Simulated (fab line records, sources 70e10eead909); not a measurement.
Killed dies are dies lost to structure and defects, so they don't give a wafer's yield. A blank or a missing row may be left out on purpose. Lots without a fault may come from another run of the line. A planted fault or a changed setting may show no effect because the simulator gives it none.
Problem report in the 8D (eight disciplines) form, filled by code | flow nand_harc | the parts of the form that need people (team, actions taken, sign-off) are left out

1. THE PROBLEM
killed_at_array at NHARC_END_SORT_01 reads a mean of 669 on 9 wafers of 3 lots; wafers without a fault read 58 with a standard deviation of 20. That is +31 standard deviations from the usual mean.
First seen on wafer L209.3, day 25 13:08, on prober-01. The record holds 18 wafers of 6 lots with a number at this step. Rule for "out", or "out of limits": more than 4 standard deviations from the usual mean. The other wafers with a number count as sound.

2. WHAT IT IS AND WHAT IT IS NOT
question                    | is                           | is not
which readings at this step | killed_at_array, killed_dies | killed_at_other, killed_at_periphery, killed_short
which lots                  | L206, L209, L212             | L219, L223, L225
which wafers of those lots  | all that have a number       | -
read on which gauges        | prober-01, prober-02         | -
when                        | from day 25 13:08            | up to then (0 sound wafers); but 9 sound wafers of L219, L223, L225 came after

3. SUSPECTS, AND WHAT RULES EACH OUT
Counting: a tool at a process step up to the reading stays a suspect if it ran every lot that is out and no sound lot after the first of them.
- the gauge at NHARC_END_SORT_01: ruled out. The wafers that are out were read on 2 gauges (prober-01, prober-02).
- acl_dep-01 at NHARC_A_CONTACT_DEP_28 (deposits aC, target thk 7000 nm): ruled out as a lasting fault. Sound lots L219, L223 ran on it after its first lot that is out, L209 (day 22 02:56).
Left after counting: nothing in the record.

4. THE CAUSE (what the simulator had put in)
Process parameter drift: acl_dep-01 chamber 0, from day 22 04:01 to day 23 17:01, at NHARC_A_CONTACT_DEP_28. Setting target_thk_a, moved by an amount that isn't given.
Counting ruled it out, wrongly: the rule takes a fault to strike every lot that its tool runs from its start on, and this one did not.

5. THE CHAIN OF EFFECTS, in route order
Each row: a reading whose mean over the struck wafers that have a number lies more than 3 standard deviations from the usual. Only readings for which the record gives a usual standard deviation are gone through. hours: the time from each lot's start at the first step in this table that gives one to its start at this step, as a median over the lots. sigmas: the change in usual standard deviations.
hours | step              | reading         | usual | on struck wafers | change | sigmas
0     | NHARC_END_SORT_01 | killed_at_array | 58    | 669              | +611   | +31
0     | NHARC_END_SORT_01 | killed_dies     | 63    | 674              | +611   | +31

6. WHAT WOULD HAVE CAUGHT IT SOONER
In this record the first reading out of limits at a measuring or inspecting step was taken at day 25 13:08, 81 hours after the fault began at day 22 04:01.
Of the tool readings at NHARC_A_CONTACT_DEP_28 for which the record gives a usual standard deviation, none was out on any struck wafer, so an alarm limit of 4 standard deviations on them would not have fired.
